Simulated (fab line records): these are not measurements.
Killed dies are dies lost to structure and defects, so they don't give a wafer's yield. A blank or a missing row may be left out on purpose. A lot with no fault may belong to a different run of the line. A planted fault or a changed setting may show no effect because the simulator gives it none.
Split-lot experiment + flow n5 finfet + 39 wafers read across 7 lots, on a route 1938 steps long

SPLIT DETAILS
At N5_PASSIVATION_DEVELOP_43 (develop time 60 s), the setting develop time s was moved away from the recipe's 60 s on 15 of the 39 wafers read, by -45.0% to +18.5%. The other wafers ran this setting at the recipe's value.

THE PATH FROM SPLIT TO READING: the file shows 1 step between them
- N5_PASSIVATION_HARDBAKE_45: time 120 s

THE READING
At N5_PASSIVATION_CD_MEAS_44: cd nm in nanometres, against a target cd of 40000 nm. Typical for fault-free wafers on this fab line: 40000 nm, with standard deviation 3.4 nm.

| wafer  | tool, chamber at the split | develop time s as run, s | against the recipe | cd nm, nm | against lot-mates on the recipe |
|--------|----------------------------|--------------------------|--------------------|-----------|---------------------------------|
| L074.1 | litho track-01, 0          | 60                       | recipe             | 40001     | -                               |
| L074.2 | litho track-01, 0          | 60                       | recipe             | 40002     | -                               |
| L074.3 | litho track-01, 0          | 60                       | recipe             | 40007     | -                               |
| L074.4 | litho track-01, 0          | 60                       | recipe             | 40006     | -                               |
| L074.5 | litho track-01, 0          | 60                       | recipe             | 40003     | -                               |
| L074.6 | litho track-01, 0          | 60                       | recipe             | 40003     | -                               |
| L078.1 | litho track-04, 0          | 60                       | recipe             | 39996     | -                               |
| L078.2 | litho track-04, 0          | 41.68                    | -30.5%             | 39979     | -14                             |
| L078.3 | litho track-04, 0          | 60                       | recipe             | 39992     | -                               |
| L078.4 | litho track-04, 0          | 41.68                    | -30.5%             | 39980     | -13                             |
| L078.5 | litho track-04, 0          | 41.68                    | -30.5%             | 39982     | -11                             |
| L078.6 | litho track-04, 0          | 60                       | recipe             | 39991     | -                               |
| L085.1 | litho track-04, 0          | 71.11                    | +18.5%             | 40004     | +5                              |
| L085.2 | litho track-04, 0          | 71.11                    | +18.5%             | 40006     | +7                              |
| L085.3 | litho track-04, 0          | 60                       | recipe             | 40000     | -                               |
| L085.4 | litho track-04, 0          | 60                       | recipe             | 39999     | -                               |
| L085.5 | litho track-04, 0          | 60                       | recipe             | 39999     | -                               |
| L085.6 | litho track-04, 0          | 71.11                    | +18.5%             | 40004     | +5                              |
| L088.3 | litho track-01, 0          | 60                       | recipe             | 40003     | -                               |
| L088.5 | litho track-01, 0          | 60                       | recipe             | 40004     | -                               |
| L088.6 | litho track-01, 0          | 60                       | recipe             | 39999     | -                               |
| L089.1 | litho track-04, 0          | 60                       | recipe             | 39998     | -                               |
| L089.2 | litho track-04, 0          | 33.01                    | -45.0%             | 39972     | -28                             |
| L089.3 | litho track-04, 0          | 60                       | recipe             | 40000     | -                               |
| L089.4 | litho track-04, 0          | 33.01                    | -45.0%             | 39974     | -26                             |
| L089.5 | litho track-04, 0          | 33.01                    | -45.0%             | 39969     | -31                             |
| L089.6 | litho track-04, 0          | 60                       | recipe             | 40001     | -                               |
| L090.1 | litho track-01, 0          | 33.62                    | -44.0%             | 39983     | -23                             |
| L090.2 | litho track-01, 0          | 60                       | recipe             | 40007     | -                               |
| L090.3 | litho track-01, 0          | 33.62                    | -44.0%             | 39978     | -28                             |
| L090.4 | litho track-01, 0          | 33.62                    | -44.0%             | 39983     | -23                             |
| L090.5 | litho track-01, 0          | 60                       | recipe             | 40006     | -                               |
| L090.6 | litho track-01, 0          | 60                       | recipe             | 40004     | -                               |
| L095.1 | litho track-01, 0          | 60                       | recipe             | 39996     | -                               |
| L095.2 | litho track-01, 0          | 69.01                    | +15.0%             | 40005     | +7                              |
| L095.3 | litho track-01, 0          | 69.01                    | +15.0%             | 40002     | +4                              |
| L095.4 | litho track-01, 0          | 60                       | recipe             | 39995     | -                               |
| L095.5 | litho track-01, 0          | 69.01                    | +15.0%             | 40002     | +4                              |
| L095.6 | litho track-01, 0          | 60                       | recipe             | 40002     | -                               |

THE FIT
A straight line over all 39 wafers: cd nm changes by +0.505 nm for each +1% of develop time s; r = +0.91; the points scatter about the line by 4.6 nm.
The same after taking each lot's own level away (the mean of its wafers on the recipe; 39 wafers): +0.519 nm for each +1%; r = +0.97; scatter 2.8 nm.
Per that fit: largest develop time s move, reading shift of 23 nm.
The lots' own levels span 39993.0 to 40005.7 nm, that is 3.7 times the standard deviation above.
Consequently the slope shifts little with the lot-to-lot level, the two slopes agreeing.
Check: for one of the wafers moved furthest among these (-45.0%), held out of the fit, the line's prediction against its lot-mates is -23.6 nm. Against them it came out at -27.7 nm.

ADDITIONAL SPLITS CARRIED BY THESE WAFERS
These wafers also went through other splits before the reading. Each is held against what the fit with the lots' levels taken away leaves over:
| other split on the same wafers    | wafers away from the commonest value | r with cd nm (lot level and that fit taken away) |
|-----------------------------------|--------------------------------------|--------------------------------------------------|
| N5_BEOL_M13_TRENCH_ETCH_34 time s | 15                                   | +0.00                                            |

FILE'S OWN FIT
cd nm changes by +0.525 nm for each +1% of develop time s, r = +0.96.
